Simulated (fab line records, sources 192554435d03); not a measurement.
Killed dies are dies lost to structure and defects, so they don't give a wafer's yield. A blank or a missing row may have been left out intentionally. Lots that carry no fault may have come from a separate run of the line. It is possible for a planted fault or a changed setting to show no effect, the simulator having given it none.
Which tool did it? / flow n5_finfet / Sampling: 9 lots, 27 wafers, 6 of 1938 route steps

== WHAT EACH GAUGE READ, for each wafer ==
N5_BEOL_M1_THK_MEAS_01. Usual: M1_ILD_THK gives 79.4 nm (standard deviation 1.2).
lot=L657; measured=day 6 17:00; on=film_metro-02; M1_ILD_THK (nm)=80.0 81.6 81.5; flag=
lot=L658; measured=day 7 00:44; on=film_metro-01; M1_ILD_THK (nm)=78.1 80.2 79.5; flag=
lot=L660; measured=day 7 10:14; on=film_metro-02; M1_ILD_THK (nm)=79.1 80.4 79.9; flag=
lot=L663; measured=day 8 09:22; on=film_metro-02; M1_ILD_THK (nm)=79.4 80.5 79.4; flag=
lot=L668; measured=day 9 20:15; on=film_metro-01; M1_ILD_THK (nm)=77.0 78.6 78.1; flag=
lot=L669; measured=day 10 01:57; on=film_metro-02; M1_ILD_THK (nm)=122.5 121.9 81.0; flag=OFF
lot=L671; measured=day 10 09:34; on=film_metro-01; M1_ILD_THK (nm)=79.7 81.6 123.2; flag=OFF
lot=L675; measured=day 11 20:55; on=film_metro-02; M1_ILD_THK (nm)=77.5 79.3 79.9; flag=
lot=L677; measured=day 12 03:13; on=film_metro-02; M1_ILD_THK (nm)=78.7 78.0 79.8; flag=

N5_BEOL_M4_RC_MEAS_101. Usual: DIBL_N 35.9 mV/V, standard deviation 1.8; DIBL_P 36.2 mV/V, standard deviation 2; IOFF_N 0.16 nA/um, standard deviation 0.031; IOFF_P 0.22 nA/um, standard deviation 0.041; ION_N 676 uA/um, standard deviation 11; ION_P 465 uA/um, standard deviation 8.5; SS_N 71.4 mV/dec, standard deviation 0.64; SS_P 73.2 mV/dec, standard deviation 0.7; VT_N 250 mV, standard deviation 3.5; VT_P -250 mV, standard deviation 3.9.
lot=L657; measured=day 8 21:01; on=prober-02; DIBL_N (mV/V)=32.6 29.3 34.5; DIBL_P (mV/V)=34.6 29.7 34.9; IOFF_N (nA/um)=0.12 0.08 0.14; IOFF_P (nA/um)=0.18 0.12 0.18; ION_N (uA/um)=668 652 655; ION_P (uA/um)=462 450 451; SS_N (mV/dec)=70.5 70.0 71.0; SS_P (mV/dec)=72.7 71.0 71.9; VT_N (mV)=254 260 252; VT_P (mV)=-248 -254 -251; flag=
lot=L658; measured=day 9 03:10; on=prober-01; DIBL_N (mV/V)=36.8 36.2 34.8; DIBL_P (mV/V)=36.1 35.4 34.8; IOFF_N (nA/um)=0.18 0.15 0.15; IOFF_P (nA/um)=0.25 0.24 0.23; ION_N (uA/um)=681 673 678; ION_P (uA/um)=471 474 472; SS_N (mV/dec)=72.3 71.4 71.2; SS_P (mV/dec)=73.8 74.1 73.0; VT_N (mV)=249 250 249; VT_P (mV)=-244 -245 -247; flag=
lot=L660; measured=day 9 11:10; on=prober-02; DIBL_N (mV/V)=36.7 38.2 37.1; DIBL_P (mV/V)=36.8 39.8 37.2; IOFF_N (nA/um)=0.15 0.19 0.15; IOFF_P (nA/um)=0.18 0.24 0.20; ION_N (uA/um)=670 684 666; ION_P (uA/um)=456 464 458; SS_N (mV/dec)=70.9 71.9 70.8; SS_P (mV/dec)=73.6 73.7 73.7; VT_N (mV)=252 248 251; VT_P (mV)=-256 -250 -253; flag=
lot=L663; measured=day 10 02:59; on=prober-01; DIBL_N (mV/V)=36.3 36.3 36.5; DIBL_P (mV/V)=36.6 36.9 36.9; IOFF_N (nA/um)=0.16 0.16 0.16; IOFF_P (nA/um)=0.25 0.26 0.25; ION_N (uA/um)=678 673 688; ION_P (uA/um)=470 465 477; SS_N (mV/dec)=70.6 71.3 71.2; SS_P (mV/dec)=73.6 72.8 72.9; VT_N (mV)=247 249 249; VT_P (mV)=-242 -245 -246; flag=
lot=L668; measured=day 11 17:22; on=prober-01; DIBL_N (mV/V)=37.3 35.6 34.1; DIBL_P (mV/V)=37.5 35.1 34.6; IOFF_N (nA/um)=0.20 0.16 0.15; IOFF_P (nA/um)=0.28 0.22 0.23; ION_N (uA/um)=706 682 679; ION_P (uA/um)=476 470 469; SS_N (mV/dec)=71.2 70.9 70.5; SS_P (mV/dec)=74.2 73.6 73.6; VT_N (mV)=243 246 250; VT_P (mV)=-247 -251 -245; flag=
lot=L669; measured=day 11 20:38; on=prober-01; DIBL_N (mV/V)=35.6; DIBL_P (mV/V)=35.4; IOFF_N (nA/um)=0.14; IOFF_P (nA/um)=0.17; ION_N (uA/um)=678; ION_P (uA/um)=455; SS_N (mV/dec)=71.6; SS_P (mV/dec)=72.6; VT_N (mV)=252; VT_P (mV)=-256; flag=
lot=L671; measured=day 12 05:52; on=prober-01; DIBL_N (mV/V)=37.3 36.9; DIBL_P (mV/V)=38.5 37.9; IOFF_N (nA/um)=0.21 0.20; IOFF_P (nA/um)=0.24 0.23; ION_N (uA/um)=689 689; ION_P (uA/um)=464 468; SS_N (mV/dec)=72.4 71.9; SS_P (mV/dec)=74.3 74.2; VT_N (mV)=245 244; VT_P (mV)=-249 -251; flag=
lot=L675; measured=day 13 15:16; on=prober-01; DIBL_N (mV/V)=36.2 34.7 34.8; DIBL_P (mV/V)=34.7 33.7 33.1; IOFF_N (nA/um)=0.17 0.14 0.15; IOFF_P (nA/um)=0.22 0.20 0.19; ION_N (uA/um)=680 669 662; ION_P (uA/um)=459 466 458; SS_N (mV/dec)=71.8 71.2 71.2; SS_P (mV/dec)=73.0 72.9 71.8; VT_N (mV)=247 249 250; VT_P (mV)=-251 -251 -250; flag=
lot=L677; measured=day 14 09:07; on=prober-02; DIBL_N (mV/V)=35.7 35.4 35.6; DIBL_P (mV/V)=35.5 35.8 36.1; IOFF_N (nA/um)=0.13 0.13 0.14; IOFF_P (nA/um)=0.15 0.15 0.15; ION_N (uA/um)=676 678 675; ION_P (uA/um)=456 464 452; SS_N (mV/dec)=70.6 70.6 71.2; SS_P (mV/dec)=73.4 72.5 73.0; VT_N (mV)=250 254 249; VT_P (mV)=-258 -259 -256; flag=

== EACH LOT AND THE TOOL THAT RAN IT (in order: tool; ch and the chambers of the sampled wafers; start) ==
lot=L657; N5_BEOL_M0_STRIP_142=rie_diel-02 ch 2,3, day 6 12:13; N5_BEOL_M0_ANNEAL_133=pvd_sputter-03, day 6 15:37; N5_BEOL_M0_ANNEAL_135=pvd_sputter-03, day 6 15:44; N5_BEOL_M1_ILD_DEP_00=pecvd-04 ch 0,1, day 6 16:56
lot=L658; N5_BEOL_M0_STRIP_142=rie_diel-03 ch 1,2, day 6 21:55; N5_BEOL_M0_ANNEAL_133=pvd_sputter-02, day 6 23:24; N5_BEOL_M0_ANNEAL_135=pvd_sputter-02, day 6 23:31; N5_BEOL_M1_ILD_DEP_00=pecvd-04 ch 0,2, day 7 00:40
lot=L660; N5_BEOL_M0_STRIP_142=rie_diel-02 ch 0,1, day 7 07:19; N5_BEOL_M0_ANNEAL_133=pvd_sputter-01, day 7 08:52; N5_BEOL_M0_ANNEAL_135=pvd_sputter-01, day 7 08:59; N5_BEOL_M1_ILD_DEP_00=pecvd-01 ch 1,2, day 7 10:08
lot=L663; N5_BEOL_M0_STRIP_142=rie_diel-05 ch 2,3, day 8 03:39; N5_BEOL_M0_ANNEAL_133=pvd_sputter-02, day 8 05:40; N5_BEOL_M0_ANNEAL_135=pvd_sputter-02, day 8 05:47; N5_BEOL_M1_ILD_DEP_00=pecvd-01 ch 0,1, day 8 09:17
lot=L668; N5_BEOL_M0_STRIP_142=rie_diel-03 ch 0,3, day 9 12:59; N5_BEOL_M0_ANNEAL_133=pvd_sputter-01, day 9 15:55; N5_BEOL_M0_ANNEAL_135=pvd_sputter-01, day 9 16:02; N5_BEOL_M1_ILD_DEP_00=pecvd-03 ch 1,2, day 9 20:11
lot=L669; N5_BEOL_M0_STRIP_142=rie_diel-03 ch 0,1,3, day 9 19:20; N5_BEOL_M0_ANNEAL_133=pvd_sputter-01, day 9 20:43; N5_BEOL_M0_ANNEAL_135=pvd_sputter-01, day 9 20:50; N5_BEOL_M1_ILD_DEP_00=pecvd-04 ch 0,1, day 10 01:53
lot=L671; N5_BEOL_M0_STRIP_142=rie_diel-02 ch 0,1,3, day 10 03:07; N5_BEOL_M0_ANNEAL_133=pvd_sputter-03, day 10 04:49; N5_BEOL_M0_ANNEAL_135=pvd_sputter-03, day 10 04:56; N5_BEOL_M1_ILD_DEP_00=pecvd-04 ch 0,1, day 10 09:29
lot=L675; N5_BEOL_M0_STRIP_142=rie_diel-02 ch 0,1,3, day 11 13:37; N5_BEOL_M0_ANNEAL_133=pvd_sputter-02, day 11 19:26; N5_BEOL_M0_ANNEAL_135=pvd_sputter-02, day 11 19:34; N5_BEOL_M1_ILD_DEP_00=pecvd-03 ch 0,1,2, day 11 20:52
lot=L677; N5_BEOL_M0_STRIP_142=rie_diel-05 ch 1,2,3, day 11 22:35; N5_BEOL_M0_ANNEAL_133=pvd_sputter-02, day 12 01:42; N5_BEOL_M0_ANNEAL_135=pvd_sputter-02, day 12 01:49; N5_BEOL_M1_ILD_DEP_00=pecvd-01 ch 0,1, day 12 03:10
- N5_BEOL_M0_STRIP_142: strips in N2/H2, time 10 s.
- N5_BEOL_M0_ANNEAL_133: time 60 s.
- N5_BEOL_M0_ANNEAL_135: time 60 s.
- N5_BEOL_M1_ILD_DEP_00: deposits SiOC from DEMS/O2, target thk 79 nm, time 15.3 s.

== AS READ BY THE TOOLS THEMSELVES (means over the sampled wafers that have a number; for cases with no such wafer, the mark the record gives instead) ==
N5_BEOL_M0_STRIP_142. Usual: drypump_motor_current_A 5.9 A, standard deviation 0.41; n2_flow_sccm 200.0 sccm, standard deviation 0.57; oes_product_au 0.74 a.u., standard deviation 0.077; rf_vpp_V 59.2 V, standard deviation 0.84; showerhead_plenum_p_Torr 2.52 Torr, standard deviation 0.084; throttle_valve_pct 23.60 %, standard deviation 0.2.
lot=L657; tool=rie_diel-02; drypump_motor_current_A (A)=5.8; n2_flow_sccm (sccm)=199.9; oes_product_au (a.u.)=0.76; rf_vpp_V (V)=59.3; showerhead_plenum_p_Torr (Torr)=2.48; throttle_valve_pct (%)=23.77; flag=
lot=L658; tool=rie_diel-03; drypump_motor_current_A (A)=5.8; n2_flow_sccm (sccm)=200.2; oes_product_au (a.u.)=0.71; rf_vpp_V (V)=59.1; showerhead_plenum_p_Torr (Torr)=2.51; throttle_valve_pct (%)=23.58; flag=
lot=L660; tool=rie_diel-02; drypump_motor_current_A (A)=5.7; n2_flow_sccm (sccm)=200.2; oes_product_au (a.u.)=0.75; rf_vpp_V (V)=59.9; showerhead_plenum_p_Torr (Torr)=2.55; throttle_valve_pct (%)=23.65; flag=
lot=L663; tool=rie_diel-05; drypump_motor_current_A (A)=6.2; n2_flow_sccm (sccm)=199.7; oes_product_au (a.u.)=0.79; rf_vpp_V (V)=59.5; showerhead_plenum_p_Torr (Torr)=2.59; throttle_valve_pct (%)=23.78; flag=
lot=L668; tool=rie_diel-03; drypump_motor_current_A (A)=6.0; n2_flow_sccm (sccm)=199.8; oes_product_au (a.u.)=0.70; rf_vpp_V (V)=58.3; showerhead_plenum_p_Torr (Torr)=2.52; throttle_valve_pct (%)=23.50; flag=
lot=L669; tool=rie_diel-03; drypump_motor_current_A (A)=6.2; n2_flow_sccm (sccm)=199.9; oes_product_au (a.u.)=0.71; rf_vpp_V (V)=59.6; showerhead_plenum_p_Torr (Torr)=2.52; throttle_valve_pct (%)=23.53; flag=
lot=L671; tool=rie_diel-02; drypump_motor_current_A (A)=5.9; n2_flow_sccm (sccm)=200.4; oes_product_au (a.u.)=0.76; rf_vpp_V (V)=58.2; showerhead_plenum_p_Torr (Torr)=2.47; throttle_valve_pct (%)=23.62; flag=
lot=L675; tool=rie_diel-02; drypump_motor_current_A (A)=5.9; n2_flow_sccm (sccm)=200.2; oes_product_au (a.u.)=0.74; rf_vpp_V (V)=60.3; showerhead_plenum_p_Torr (Torr)=2.47; throttle_valve_pct (%)=23.65; flag=
lot=L677; tool=rie_diel-05; drypump_motor_current_A (A)=5.7; n2_flow_sccm (sccm)=200.4; oes_product_au (a.u.)=0.75; rf_vpp_V (V)=59.4; showerhead_plenum_p_Torr (Torr)=2.56; throttle_valve_pct (%)=23.68; flag=

N5_BEOL_M0_ANNEAL_133. Usual: 839 W for heater_power_w, sd 93.
lot=L657; tool=pvd_sputter-03; heater_power_w (W)=892; flag=
lot=L658; tool=pvd_sputter-02; heater_power_w (W)=783; flag=
lot=L660; tool=pvd_sputter-01; heater_power_w (W)=904; flag=
lot=L663; tool=pvd_sputter-02; heater_power_w (W)=822; flag=
lot=L668; tool=pvd_sputter-01; heater_power_w (W)=907; flag=
lot=L669; tool=pvd_sputter-01; heater_power_w (W)=783; flag=
lot=L671; tool=pvd_sputter-03; heater_power_w (W)=862; flag=
lot=L675; tool=pvd_sputter-02; heater_power_w (W)=751; flag=
lot=L677; tool=pvd_sputter-02; heater_power_w (W)=775; flag=

N5_BEOL_M0_ANNEAL_135. Usual: 841 W for heater_power_w, sd 94.
lot=L657; tool=pvd_sputter-03; heater_power_w (W)=899; flag=
lot=L658; tool=pvd_sputter-02; heater_power_w (W)=804; flag=
lot=L660; tool=pvd_sputter-01; heater_power_w (W)=903; flag=
lot=L663; tool=pvd_sputter-02; heater_power_w (W)=817; flag=
lot=L668; tool=pvd_sputter-01; heater_power_w (W)=907; flag=
lot=L669; tool=pvd_sputter-01; heater_power_w (W)=788; flag=
lot=L671; tool=pvd_sputter-03; heater_power_w (W)=876; flag=
lot=L675; tool=pvd_sputter-02; heater_power_w (W)=745; flag=
lot=L677; tool=pvd_sputter-02; heater_power_w (W)=777; flag=

N5_BEOL_M1_ILD_DEP_00. Usual: heater_power_w 473 W, standard deviation 54; showerhead_plenum_p_Torr 5.693 Torr, standard deviation 0.016; throttle_valve_pct 11.6 %, standard deviation 0.7.
lot=L657; tool=pecvd-04; heater_power_w (W)=482; showerhead_plenum_p_Torr (Torr)=5.700; throttle_valve_pct (%)=12.1; flag=
lot=L658; tool=pecvd-04; heater_power_w (W)=468; showerhead_plenum_p_Torr (Torr)=5.688; throttle_valve_pct (%)=11.2; flag=
lot=L660; tool=pecvd-01; heater_power_w (W)=502; showerhead_plenum_p_Torr (Torr)=5.676; throttle_valve_pct (%)=11.3; flag=
lot=L663; tool=pecvd-01; heater_power_w (W)=553; showerhead_plenum_p_Torr (Torr)=5.673; throttle_valve_pct (%)=11.2; flag=
lot=L668; tool=pecvd-03; heater_power_w (W)=398; showerhead_plenum_p_Torr (Torr)=5.698; throttle_valve_pct (%)=11.4; flag=
lot=L669; tool=pecvd-04; heater_power_w (W)=499; showerhead_plenum_p_Torr (Torr)=5.702; throttle_valve_pct (%)=11.7; flag=
lot=L671; tool=pecvd-04; heater_power_w (W)=462; showerhead_plenum_p_Torr (Torr)=5.694; throttle_valve_pct (%)=12.1; flag=
lot=L675; tool=pecvd-03; heater_power_w (W)=439; showerhead_plenum_p_Torr (Torr)=5.713; throttle_valve_pct (%)=12.1; flag=
lot=L677; tool=pecvd-01; heater_power_w (W)=533; showerhead_plenum_p_Torr (Torr)=5.680; throttle_valve_pct (%)=11.1; flag=

== THE ANSWER, worked out from the rows above alone ==
Rule: take the mean of a lot's wafers that have a number; if it is more than 3 standard deviations from the usual mean, the lot is off. Also off: a lot with no number at a reading for which 4 or more lots have one. Any other lot the step has rows for is counted as sound. After the gauges, taken in route order, come the tools' own readings; for these a lot's mean is taken, as printed above. The first step at which some lot is off is used, and at that step the reading that is off furthest; a lot without a number counts as furthest.
Off: at N5_BEOL_M1_THK_MEAS_01 (M1_ILD_THK), L669, L671.
A tool fits if, at a process step before that reading, it ran every lot that is off, and no sound lot after the first of them. The gauges at N5_BEOL_M1_THK_MEAS_01 are tried like those tools. One fits: N5_BEOL_M1_ILD_DEP_00 on pecvd-04. Its last sound lot is L658 (day 7 00:40), its first lot that is off L669 (day 10 01:53): a fault that began between those two fits.

== WHAT WAS PUT IN BY THE SIMULATOR ==
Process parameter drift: pecvd-04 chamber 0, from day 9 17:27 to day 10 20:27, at N5_BEOL_M1_ILD_DEP_00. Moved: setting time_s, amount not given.
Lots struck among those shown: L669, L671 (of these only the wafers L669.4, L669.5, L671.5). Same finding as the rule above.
